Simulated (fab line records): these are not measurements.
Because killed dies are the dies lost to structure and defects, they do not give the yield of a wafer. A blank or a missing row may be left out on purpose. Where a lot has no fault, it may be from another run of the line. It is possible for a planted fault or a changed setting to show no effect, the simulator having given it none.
Chamber matching | flow nand-harc | NHARC_A_STAIRCASE_DEP_417 on pecvd-01: 3 sister chambers
The step deposits Si3N4, target thk 60 nm. 3 wafers are shown with their chamber, then 10 later ones without.

## WAFERS WITH THEIR CHAMBER
wafer  | chamber | heater-power-w (W)
L088.3 | 0       | 756
L089.2 | 1       | 757
L089.3 | 2       | 766

## WAFERS WHOSE CHAMBER IS MISSING
wafer  | heater-power-w (W)
L089.4 | 767
L093.1 | 739
L093.4 | 750
L093.5 | 760
L095.1 | 662
L095.2 | 848
L095.3 | 876
L096.1 | 814
L096.2 | 758
L096.6 | 754

## WHICH CHAMBER EACH ONE RAN IN
wafer  | from the rows above          | in truth
L089.4 | can't be placed: 2 or 1 or 0 | 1
L093.1 | can't be placed: 0 or 1 or 2 | 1
L093.4 | can't be placed: 0 or 1 or 2 | 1
L093.5 | can't be placed: 1 or 0 or 2 | 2
L095.1 | can't be placed: 0 or 1 or 2 | 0
L095.2 | can't be placed: 2 or 1 or 0 | 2
L095.3 | can't be placed: 2 or 1 or 0 | 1
L096.1 | can't be placed: 2 or 1 or 0 | 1
L096.2 | can't be placed: 1 or 0 or 2 | 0
L096.6 | can't be placed: 0 or 1 or 2 | 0
0 of 10 placed correctly. Can't be placed from these rows: 10 (the true chamber is among the candidates in 10). Wrongly placed: 0.
How it was worked out, from the rows above alone: a wafer's distance from a chamber is the root of the sum, over the readings, of the square of ((its reading less the chamber's mean) divided by the reading's scatter). If the next closest chamber is less than 2 further off than the closest, the wafer can't be placed; otherwise it belongs to the closest. The mean given for a chamber averages the wafers shown for that chamber. The scatter (one wafer shown for each chamber): square how far every hidden wafer sits from the nearest shown wafer, average those squares and take the square root.
